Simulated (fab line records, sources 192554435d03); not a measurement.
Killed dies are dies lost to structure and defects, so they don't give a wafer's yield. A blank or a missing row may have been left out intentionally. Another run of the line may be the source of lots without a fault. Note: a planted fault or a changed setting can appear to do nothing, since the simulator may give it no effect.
Code-filled problem report in 8D (eight disciplines) form    flow n5Finfet    the parts of the form that need people (team, actions taken, sign-off) are left out

1. THE ISSUE
A mean of 1046 W is read at N5_HKMG_FIN_ETCH_67 for rfFwdPowerW, taken on 1 wafer of 1 lot, against 845 W (standard deviation 3.4) on wafers free of any fault. Measured from the usual mean, that is +59 standard deviations.
The step: etches SOC in N2/H2, stops on TiN, target depth 388.9 nm.
First seen on wafer L746.5, day 7 08:34, on rieDiel-04. At this step, 24 wafers from 8 lots have a number in the record. The rule behind "out" and "out of limits": a value lying over 4 standard deviations away from the usual mean. The rest of the wafers with a number are treated as sound.

2. WHAT IT IS, AND WHAT IT ISN'T
question                     is                   is not
which readings at this step  rfFwdPowerW, rfVppV  chamberPressureMTorr, drypumpMotorCurrentA, oesProductAu, throttleValvePct
which lots                   L746                 L734, L736, L739, L741, L752, L756, L757
which wafers of those lots   L746.5               L746.1, L746.6
read on which tools          rieDiel-04           rieDiel-03, rieDiel-05
when                         from day 7 08:34     up to then (14 sound wafers); but 9 sound wafers of L752, L756, L757 came after

3. THE SUSPECTS, EACH WITH WHAT RULES IT OUT
Counting: if a tool at a process step up to the reading ran every lot that is out, it stays a suspect. Sound lots after the first of them don't rule it out here, since some wafers of a struck lot are sound.
- rieDiel-05 at N5_HKMG_FIN_ETCH_54 (etches SiARC in CF4, target depth 45.5 nm, time 75.8 s): kept. The lot that is out, L746, ran on it at day 7 02:27; the last sound lot it ran before that was L739, at day 5 05:32.
- plasmaAsher-01 at N5_HKMG_FIN_STRIP_88 (strips in N2/H2, time 360 s): kept. The lot that is out, L746, ran on it at day 7 07:33; the last sound lot it ran before that was L739, at day 5 10:20.
- rieDiel-04 at N5_HKMG_FIN_ETCH_67 (etches SOC in N2/H2, stops on TiN, target depth 388.9 nm): kept. The lot that is out, L746, ran on it at day 7 08:34; the last sound lot it ran before that was L739, at day 5 11:09. On those wafers its own readings are out: rfFwdPowerW, rfVppV.
- At N5_HKMG_FIN_STRIP_88 on plasmaAsher-01, chamber 0 took the sound wafers of the same lots and chamber 1 took the wafers that are out.
- At N5_HKMG_FIN_ETCH_67 on rieDiel-04, chamber 0 took the sound wafers of the same lots and chamber 3 took the wafers that are out.
rieDiel-05 at N5_HKMG_FIN_ETCH_54, plasmaAsher-01 at N5_HKMG_FIN_STRIP_88 and rieDiel-04 at N5_HKMG_FIN_ETCH_67 are what is left after counting.

4. THE CAUSE (what the simulator had put in)
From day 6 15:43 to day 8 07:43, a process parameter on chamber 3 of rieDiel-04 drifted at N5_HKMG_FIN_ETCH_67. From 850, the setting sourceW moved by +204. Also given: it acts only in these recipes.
Counting leaves 3 suspects; this tool is one of them.

5. THE CHAIN OF EFFECTS, in route order
One row per reading whose mean, taken over the struck wafers that have a number, lies over 3 standard deviations from the usual. Only readings for which the record gives a usual standard deviation are gone through. hours: the time from each lot's start at the first step in this table that gives one to its start at this step, as a median over the lots. sigmas: the change in usual standard deviations.
hours  step                 reading      usual    on struck wafers  change  sigmas
0      N5_HKMG_FIN_ETCH_67  rfFwdPowerW  845 W    1046              +201    +59
0      N5_HKMG_FIN_ETCH_67  rfVppV       240.4 V  222.1             -18.3   -17
It contains these process steps:
- N5_HKMG_FIN_ETCH_67: etches SOC in N2/H2, stops on TiN, target depth 388.9 nm.
Later measuring or inspecting steps at which every struck wafer that the step has a row for has a number for every such reading, and none has moved that far: N5_BEOL_M4_RC_MEAS_101.

6. HOW IT WOULD HAVE BEEN CAUGHT EARLIER
In this record no reading fell out of limits until day 7 08:34, 17 hours after the fault had begun at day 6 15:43.
